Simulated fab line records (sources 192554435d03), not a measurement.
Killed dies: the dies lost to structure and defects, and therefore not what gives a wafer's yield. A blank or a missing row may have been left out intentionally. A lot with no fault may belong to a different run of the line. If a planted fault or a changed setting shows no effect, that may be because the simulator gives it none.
Matching of chambers    flow n5 finfet    3 sister chambers for N5_BEOL_M13_ILD_DEP_00 on pecvd-03
The step deposits SiOC from DEMS/O2, target thk 837.92 nm, time 166.4 s. 6 wafers are shown with their chamber, then 8 later ones without.

== WAFERS, EACH WITH ITS CHAMBER ==
wafer   chamber  throttle valve pct (%)  showerhead plenum p Torr (Torr)
L083.6  0        12.9                    5.695
L090.5  1        11.4                    5.687
L093.2  2        10.9                    5.667
L093.4  2        10.7                    5.677
L093.6  0        12.2                    5.687
L076.2  1        11.8                    5.693

== WAFERS WITH NO CHAMBER GIVEN ==
wafer   throttle valve pct (%)  showerhead plenum p Torr (Torr)
L076.3  10.6                    5.693
L076.5  11.6                    5.685
L095.1  12.8                    5.701
L095.3  11.7                    5.708
L095.6  12.6                    5.693
L096.1  12.7                    5.693
L096.3  11.7                    5.684
L096.4  12.7                    5.693

== THE CHAMBER EACH PASSED THROUGH ==
wafer   from the rows above      in truth
L076.3  can't be placed: 1 or 2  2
L076.5  1                        1
L095.1  0                        0
L095.3  can't be placed: 1 or 0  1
L095.6  0                        0
L096.1  0                        0
L096.3  can't be placed: 1 or 0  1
L096.4  0                        0
Correct placement for 5 of the 8. Unplaceable from these rows: 3, with the true chamber sitting among the candidates in 3. Wrongly placed: 0.
How it was worked out, from the rows above alone: a wafer's distance from a chamber is the root of the sum, over the readings, of the square of ((its reading less the chamber's mean) divided by the reading's scatter). The wafer belongs to the nearest chamber; if the next one is less than 2 further off, it can't be placed. The mean given for a chamber averages the wafers shown for that chamber. The scatter: take each reading less its chamber's mean, square it, sum over the shown wafers, divide by the number of wafers less the number of chambers, and take the root.
